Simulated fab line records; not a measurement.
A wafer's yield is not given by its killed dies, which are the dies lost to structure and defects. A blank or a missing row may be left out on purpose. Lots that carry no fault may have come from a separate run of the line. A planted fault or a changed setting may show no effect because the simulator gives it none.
Matching of chambers || flow n5 finfet || 4 sister chambers for N5_MOL_CONTACT_COAG_CMP_28 on cmp-01
The step polishes, stops on SiNx, t overpolish 0.85 s, target thk 14.522 nm. 4 wafers are shown with their chamber, then 7 later ones without.

WAFERS WITH THEIR CHAMBER
{"wafer": "L086.2", "chamber": 0, "motor current A (A)": 12.3}
{"wafer": "L086.5", "chamber": 3, "motor current A (A)": 12.4}
{"wafer": "L087.3", "chamber": 1, "motor current A (A)": 13.9}
{"wafer": "L087.4", "chamber": 2, "motor current A (A)": 10.8}

WAFERS WHOSE CHAMBER IS MISSING
{"wafer": "L087.6", "motor current A (A)": 14.2}
{"wafer": "L088.2", "motor current A (A)": 12.1}
{"wafer": "L088.3", "motor current A (A)": 12.7}
{"wafer": "L088.5", "motor current A (A)": 12.9}
{"wafer": "L090.3", "motor current A (A)": 14.4}
{"wafer": "L090.4", "motor current A (A)": 12.6}
{"wafer": "L090.6", "motor current A (A)": 13.0}

WHICH CHAMBER EACH WENT THROUGH
{"wafer": "L087.6", "from the rows above": 1, "in truth": 1}
{"wafer": "L088.2", "from the rows above": "can't be placed: 0 or 3", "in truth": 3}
{"wafer": "L088.3", "from the rows above": "can't be placed: 3 or 0", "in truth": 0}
{"wafer": "L088.5", "from the rows above": "can't be placed: 3 or 0 or 1", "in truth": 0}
{"wafer": "L090.3", "from the rows above": 1, "in truth": 1}
{"wafer": "L090.4", "from the rows above": "can't be placed: 3 or 0", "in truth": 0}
{"wafer": "L090.6", "from the rows above": "can't be placed: 3 or 0 or 1", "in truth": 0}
2 of 7 placed correctly. Not placeable from these rows: 5 (in 5, the candidates include the true chamber). Wrongly placed: 0.
How it was worked out, from the rows above alone: a wafer's distance from a chamber is the root of the sum, over the readings, of the square of ((its reading less the chamber's mean) divided by the reading's scatter). If the next closest chamber is less than 2 further off than the closest, the wafer can't be placed; otherwise it belongs to the closest. The mean given for a chamber averages the wafers shown for that chamber. The scatter: with one shown wafer a chamber, the root of the mean of the squares of how far each hidden wafer lies from its nearest shown one.
